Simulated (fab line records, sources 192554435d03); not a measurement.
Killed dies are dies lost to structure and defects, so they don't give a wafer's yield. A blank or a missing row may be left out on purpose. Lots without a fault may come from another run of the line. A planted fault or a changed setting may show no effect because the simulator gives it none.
Split-lot experiment | flow n5_finfet | 7 lots, 21 wafers read, on a route of 1938 steps

THE SPLIT
At N5_BEOL_M1_PECVD_72 (deposits SiO2 from TEOS/O2, target thk 16 nm, time 18 s), the setting time_s was moved away from the recipe's 18 s on 9 of the 21 wafers read, by -14.4% to +13.0%. The other wafers ran this setting at the recipe's value.

FROM THE SPLIT TO THE READING: what the file shows between them, 7 steps
- N5_BEOL_M1_COAT_05: resist thk 30 nm (also split here: spin_rpm)
- N5_BEOL_M1_EBR_07
- N5_BEOL_M1_SOFTBAKE_06: time 60 s
- N5_BEOL_M1_EXPOSE_08: exposes mask M1
- N5_BEOL_M1_PEB_09: peb time 60 s
- N5_BEOL_M1_DEVELOP_10: develop time 30 s
- N5_BEOL_M1_STRIP_97: strips in N2/H2, time 10 s

THE READING
SiO2_of_BEOL_M1_PECVD_72.thk_nm (the simulator's own value, which no gauge read), in nm, at N5_BEOL_M1_HM_STRIP_39 (strips TiN in peroxide tin strip, target depth 25 nm, time 158 s). The file gives no usual value for it. The 12 wafers here that ran the recipe average 15.8 nm, standard deviation 0.24 nm.

wafer  | tool, chamber at the split | time_s as run, s | against the recipe | SiO2_of_BEOL_M1_PECVD_72.thk_nm, nm | against lot-mates on the recipe
L079.1 | pecvd-02, 2                | 18               | recipe             | 15.6                                | -
L079.3 | pecvd-02, 1                | 20.34            | +13.0%             | 18                                  | +2.1
L079.4 | pecvd-02, 1                | 18               | recipe             | 16.2                                | -
L078.1 | pecvd-02, 0                | 19.08            | +6.0%              | 16.8                                | +1.0
L078.3 | pecvd-02, 1                | 19.08            | +6.0%              | 16.8                                | +1.0
L078.2 | pecvd-02, 2                | 18               | recipe             | 15.8                                | -
L081.2 | pecvd-04, 1                | 18               | recipe             | 15.6                                | -
L081.5 | pecvd-04, 0                | 17.12            | -4.9%              | 15.2                                | -0.6
L081.6 | pecvd-04, 2                | 18               | recipe             | 16                                  | -
L085.2 | pecvd-02, 2                | 19.02            | +5.7%              | 16.6                                | +0.6
L085.4 | pecvd-02, 2                | 19.02            | +5.7%              | 17                                  | +1.0
L085.6 | pecvd-02, 0                | 18               | recipe             | 16                                  | -
L087.1 | pecvd-04, 1,0              | 15.4             | -14.4%             | 13.2                                | -2.2
L087.2 | pecvd-04, 2                | 18               | recipe             | 15.4                                | -
L087.4 | pecvd-04, 1,0              | 15.4             | -14.4%             | 13.4                                | -2.0
L091.1 | pecvd-01, 2                | 18               | recipe             | 16                                  | -
L091.2 | pecvd-01, 0                | 18               | recipe             | 15.8                                | -
L091.4 | pecvd-01, 2                | 18.89            | +4.9%              | 16.8                                | +0.9
L097.1 | pecvd-02, 2                | 18               | recipe             | 15.4                                | -
L097.2 | pecvd-02, 0                | 18               | recipe             | 15.6                                | -
L097.4 | pecvd-02, 0                | 18               | recipe             | 15.8                                | -
Where a row lists several chambers, the file gives one row for several wafers and doesn't say which wafer went through which chamber.

THE FIT
A straight line over all 21 wafers: SiO2_of_BEOL_M1_PECVD_72.thk_nm changes by +0.171 nm for each +1% of time_s; r = +0.98; the points scatter about the line by 0.22 nm.
The same after taking each lot's own level away (the mean of its wafers on the recipe; 21 wafers): +0.151 nm for each +1%; r = +0.98; scatter 0.17 nm.
On that fit, the largest move of time_s shifts the reading by 2.2 nm.
The lots' own levels span 15.40 to 16.00 nm, that is 2.5 times the standard deviation above.
So the lot-to-lot level changes the slope: the two fits differ.
Check: with one of the wafers moved furthest among these (-14.4%) left out of the fit, the line predicts -2.12 nm for it against its lot-mates. It came out at -2.2 nm against them.

OTHER SPLITS ON THESE WAFERS
These wafers also went through other splits before the reading. Each is held against what the fit with the lots' levels taken away leaves over:
other split on the same wafers             | wafers away from the commonest value | r with SiO2_of_BEOL_M1_PECVD_72.thk_nm (lot level and that fit taken away)
N5_BEOL_M0_SAQP_SPACER2_ETCHBACK_27 time_s | 5                                    | -0.12
N5_BEOL_M1_COAT_05 spin_rpm                | 9                                    | +0.12

THE WHOLE CHAIN: every reading that the file lists as answering this split, in the file's order
step                   | what it does                                                     | reading                                                                          | change (the file's fit)               | r (the file's)
N5_BEOL_M1_PECVD_72    | deposits SiO2 from TEOS/O2, target thk 16 nm, time 18 s          | SiO2_of_BEOL_M1_PECVD_72.thk_nm (the simulator's own value, which no gauge read) | +0.162 nm for each +1% of the setting | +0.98
N5_BEOL_M1_HM_STRIP_39 | strips TiN in peroxide tin strip, target depth 25 nm, time 158 s | SiO2_of_BEOL_M1_PECVD_72.thk_nm (the simulator's own value, which no gauge read) | +0.153 nm for each +1% of the setting | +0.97

THE FILE'S OWN FIT
SiO2_of_BEOL_M1_PECVD_72.thk_nm changes by +0.153 nm for each +1% of time_s, r = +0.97.
